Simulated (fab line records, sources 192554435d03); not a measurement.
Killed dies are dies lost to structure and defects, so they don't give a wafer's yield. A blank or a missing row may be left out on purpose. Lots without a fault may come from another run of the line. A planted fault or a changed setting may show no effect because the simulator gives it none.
Chamber matching | flow n5_finfet | N5_PMOS_HMC_CHANNEL_EPI_DESCUM_14 on rie_diel-04: 4 sister chambers
The step chemistry O2, time 7.9 s. 4 wafers are shown with their chamber, then 8 later ones without.

WAFERS WITH THEIR CHAMBER
wafer  | chamber | showerhead_plenum_p_Torr (Torr)
L083.2 | 2       | 1.97
L088.1 | 3       | 2.13
L088.4 | 0       | 2.15
L089.2 | 1       | 2.16

WAFERS WITHOUT THEIR CHAMBER
wafer  | showerhead_plenum_p_Torr (Torr)
L089.4 | 2.23
L089.5 | 2.15
L092.3 | 2.16
L092.5 | 2.16
L092.6 | 2.15
L094.2 | 2.13
L094.4 | 2.15
L094.5 | 2.15

WHICH CHAMBER EACH WENT THROUGH
wafer  | from the rows above          | in truth
L089.4 | can't be placed: 1 or 0 or 3 | 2
L089.5 | can't be placed: 0 or 1 or 3 | 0
L092.3 | can't be placed: 1 or 0 or 3 | 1
L092.5 | can't be placed: 1 or 0 or 3 | 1
L092.6 | can't be placed: 0 or 1 or 3 | 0
L094.2 | can't be placed: 3 or 0 or 1 | 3
L094.4 | can't be placed: 0 or 1 or 3 | 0
L094.5 | can't be placed: 0 or 1 or 3 | 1
Placed correctly: 0 of 8. Can't be placed from these rows: 8 (the true chamber is among the candidates in 7). Placed wrongly: 0.
How it was worked out, from the rows above alone: a wafer's distance from a chamber is the root of the sum, over the readings, of the square of ((its reading less the chamber's mean) divided by the reading's scatter). The wafer belongs to the nearest chamber; if the next one is less than 2 further off, it can't be placed. A chamber's mean is the mean of its shown wafers. The scatter: with one shown wafer a chamber, the root of the mean of the squares of how far each hidden wafer lies from its nearest shown one.
